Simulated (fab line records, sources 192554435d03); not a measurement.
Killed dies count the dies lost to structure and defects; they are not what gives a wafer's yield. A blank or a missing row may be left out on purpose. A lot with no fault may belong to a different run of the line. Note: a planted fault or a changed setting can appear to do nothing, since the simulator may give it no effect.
A lot that was struck, set against a sound lot / flow n5-finfet / 32 steps out of a route of 1938
Sound: wafers L517.4, L517.5. Struck: wafers L532.4, L532.5, L532.6. Last of all comes the cause.
Order at every step that has rows: each side's tool, ch and its chambers, its first start. Under that, the readings that differ: sound wafers / struck wafers / difference of the means / sigmas: that difference in standard deviations of wafers without a fault.
alike: a reading whose means differ by less than 2 such deviations, as well as words and numbers matching on both sides. not compared: withheld readings; readings where some wafer has no value; bounds like >300 that might hide an equal value; numbers whose values overlap and for which the record gives no deviation.
A row with sigmas, a row that says differs or no value, or rows on one side alone: a step with any of these is where the two part. Non-overlapping numbers with no deviation appear without sigmas and do not part them. A reading missing from all wafers of one side parts the sides only when that side holds two or more wafers.

first, 8 steps without rows for these wafers: N5_SD_EPI_P_PRECLEAN_32 (cleans in dHF, time 10 s); N5_SD_EPI_P_PRECLEAN_33 (cleans in SC2, time 45 s); N5_SD_EPI_P_SRD_25 (time 30 s); N5_SD_ACTIVATION_RTA_00 (time 0 s); N5_SD_ACTIVATION_LSA_01 (time 0.0008 s); N5_ILD0_LINER_00 (material SiNx, target thk 4 nm, pulse time 1 s, purge time 2 s); N5_ILD0_FCVD_FILL_01 (material SiO2 flowable, target thk 200 nm, time 328.3 s); N5_ILD0_CURE_02 (time 1800 s).
N5_ILD0_CMP_03: polishes, stops on SiNx, t overpolish 1.9 s, target thk 197.38 nm.
  sound on cmp-03 ch 0,3, day 4 09:07; struck on cmp-02 ch 0,1,3, day 8 00:25
  alike: motor-current-A, overpolish-run-s, time-to-endpoint-s
then, 22 steps without rows for these wafers: N5_ILD0_CMP_07 (polishes SiO2 flowable, stops on poly-Si, t overpolish 1.18 s, target thk 138.88 nm); N5_ILD0_PRECLEAN_10 (cleans in NF3:NH3, afs cycles 5, time 20 s, sublimation time 60 s); N5_ILD0_ALD_15 (deposits SiNx, target thk 24 nm, pulse time 1 s, ald cycles 480); N5_ILD0_CMP_12 (polishes SiNx, stops on poly-Si, t overpolish 6 s, target thk 17.67 nm); N5_SDB_HM_DEP_00 (deposits SiNx from SiH4/NH3/N2, target thk 40 nm, time 35.3 s); N5_SDB_COAT_03 (time 60 s, resist thk 100 nm); N5_SDB_COAT_04 (time 60 s, resist thk 18 nm); N5_SDB_COAT_05 (resist thk 90 nm); N5_SDB_EBR_07; N5_SDB_SOFTBAKE_06 (time 60 s); N5_SDB_EXPOSE_08 (exposes mask SDB); N5_SDB_PEB_09 (peb time 60 s); N5_SDB_DEVELOP_10 (develop time 30 s); N5_SDB_DESCUM_16 (chemistry O2, time 7.9 s); N5_SDB_ETCH_17 (etches SiARC in CF4, target depth 23.4 nm, time 39 s); N5_SDB_ETCH_18 (etches SOC in N2/H2, target depth 100 nm, overetch 20 nm, time 150 s); N5_SDB_STRIP_19 (strips in N2/H2); N5_SDB_STRIP_21 (strips in CF4); N5_SDB_HM_OPEN_20 (chemistry CH3F/O2, target SiNx, stops on poly-Si, target depth 24 nm); N5_SDB_STRIP_22 (strips in N2/H2); N5_SDB_PRECLEAN_23 (cleans in dHF, time 30 s); N5_SDB_DUMMY_REMOVE_24 (chemistry TMAH, target poly-Si, stops on SiO2, target depth 142 nm, time 57 s, rinse time 30 s).
-- the record jumps here: 9 days lie between the struck wafers' starts before and after (it left off in module SDB and takes up again in module PASSIVATION, whose first step shown is number 1936 of the route) --
N5_PASSIVATION_PROBE_49:
  sound on prober-01 at day 12 22:15; struck on prober-01 at day 16 14:06
reading=defect-limited-yield (%); sound=89.1 93.2; struck=67.3 67.8 67.7; difference=-23.6; sigmas=-16
reading=killed-at-front-end; sound=31 28; struck=349 354 315; difference=+310; sigmas=+26
reading=killed-dies; sound=129 80; struck=386 380 381; difference=+278; sigmas=+15
reading=killed-on-rim; sound=23 5; struck=63 50 55; difference=+42; sigmas=+10
reading=killed-open; sound=100 55; struck=45 29 49; difference=-36; sigmas=-3
reading=sort_bin_5_function (%); sound=6.7 4.2; struck=20.1 18.7 19.7; difference=+14.1; sigmas=+14
reading=sort_bin_6_memory (%); sound=4.0 2.1; struck=10.6 10.9 10.4; difference=+7.6; sigmas=+12
reading=sort-n-pass; sound=1051 1100; struck=794 800 799; difference=-278; sigmas=-15
reading=sort-yield-pct (%); sound=89.1 93.2; struck=67.3 67.8 67.7; difference=-23.6; sigmas=-16
  alike: killed_at_M0_to_M3, killed_at_M4_up, killed-at-contacts, killed-at-other, killed-short

WHERE THEY PART
N5_PASSIVATION_PROBE_49 only, going by this record.

WHY: what the simulator had put in
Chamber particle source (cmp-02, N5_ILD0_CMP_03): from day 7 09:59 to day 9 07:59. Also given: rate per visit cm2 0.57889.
